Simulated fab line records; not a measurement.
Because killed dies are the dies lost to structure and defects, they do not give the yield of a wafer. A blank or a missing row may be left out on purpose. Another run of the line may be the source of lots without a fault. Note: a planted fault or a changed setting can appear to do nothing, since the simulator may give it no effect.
Comparing a struck lot with a sound one	flow nandHarc	14 steps out of a route of 1302
Sound: wafers L285.2, L285.3, L285.6. Wafers struck: L282.2, L282.3, L282.5. The cause is given at the end.
Per side, at each step with rows, come the tool, then ch with its chambers, and then its first start. Under that, the readings that differ: sound wafers	struck wafers	difference of the means	sigmas: that difference in standard deviations of wafers without a fault.
alike: same words and numbers on both sides, and readings whose means sit less than 2 such deviations apart. not compared: any withheld reading, any reading some wafer has no value for, any bound like >300 that may hide the same value, and any number with overlapping values for which the record gives no deviation.
A row with sigmas, a row that says differs or no value, or rows on one side alone: a step with any of these is where the two part. Numbers that don't overlap but have no deviation are shown without sigmas and don't part them. Lack of a reading on every wafer of one side parts them only where that side has two or more wafers.

NHARC_A_BONDPAD_CD_MEAS_09: target cd 500 nm.
  sound on cdSem-03 ch 0, day 31 15:01; struck on cdSem-02 ch 0, day 31 00:07
  alike: cdNm
NHARC_A_BONDPAD_OVL_MEAS_35:
  sound on overlay-01 at day 31 15:05; struck on overlay-02 at day 31 00:12
  alike: overlayXNm, overlayYNm
then, 1 step without rows for these wafers: NHARC_A_BONDPAD_HARDBAKE_10 (time 65 s).
NHARC_A_BONDPAD_DESCUM_11: chemistry O2, time 3 s.
  sound on rieDiel-07 ch 1,2,3, day 31 15:14; struck on rieDiel-09 ch 0,3, day 31 00:19
  alike: drypumpMotorCurrentA, oesProductAu, rfVppV, showerheadPlenumPTorr, throttleValvePct
  not compared: rfHoursCounterH
then, 1 step without rows for these wafers: NHARC_A_BONDPAD_ETCH_34 (etches the open film in N2/H2, target depth 60 nm, overetch 18 nm, time 65.91 s).
NHARC_A_BONDPAD_ETCH_12: etches the open film in CHF3/O2, target depth 220 nm, time 110 s.
  sound on rieDiel-07 ch 0,1,3; struck on rieDiel-09 ch 0,1,2
  alike: drypumpMotorCurrentA, oesProductAu, rfVppV, showerheadPlenumPTorr, throttleValvePct
  not compared: rfHoursCounterH
NHARC_A_BONDPAD_CD_MEAS_13:
  sound on cdSem-01 at day 31 15:32; struck on cdSem-01 at day 31 00:38
  alike: cdNm
NHARC_A_BONDPAD_STRIP_15: strips in O2.
  sound on rieDiel-09 ch 0,1,2, day 31 15:37; struck on rieDiel-11 ch 0,1,3, day 31 00:45
  alike: drypumpMotorCurrentA, oesProductAu, rfVppV, showerheadPlenumPTorr, throttleValvePct
  not compared: rfHoursCounterH
then, 2 steps without rows for these wafers: NHARC_A_BONDPAD_ETCH_24 (etches the open film in CF4/N2, target depth 30 nm, time 72.99 s); NHARC_A_BONDPAD_STRIP_16 (strips in post etch residue remover, time 600 s).
NHARC_A_BONDPAD_DEGAS_25: time 60 s.
  sound on pvdSputter-03 at day 31 16:09; struck on pvdSputter-01 at day 31 01:17
  alike: heaterPowerW
then, 1 step without rows for these wafers: NHARC_A_BONDPAD_PRE_CLEAN_26 (time 30 s).
NHARC_A_BONDPAD_PVD_17: deposits TaN, target thk 5 nm, time 8.06 s.
  sound on pvdSputter-03 at day 31 16:17; struck on pvdSputter-01 at day 31 01:23
  no value came back on the struck wafers for biasV (V), cathodeDcPowerW (W), throttleValvePct (%); on the sound wafers biasV (V) reads 168.6 172.0 169.0
NHARC_A_BONDPAD_PVD_27: deposits Cu, target thk 30 nm, time 20.49 s.
  sound on pvdSputter-03; struck on pvdSputter-01
  alike: cathodeDcPowerW, chamberPressurePa, throttleValvePct

== WHERE THEY PART ==
Only at NHARC_A_BONDPAD_PVD_17, within this record. Later steps at which nothing parts them and some readings are alike: NHARC_A_BONDPAD_PVD_27.

WHY: what the simulator had put in
Step skipped in full: pvdSputter-01, at NHARC_A_BONDPAD_PVD_17, from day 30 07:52 onward. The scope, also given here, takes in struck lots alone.
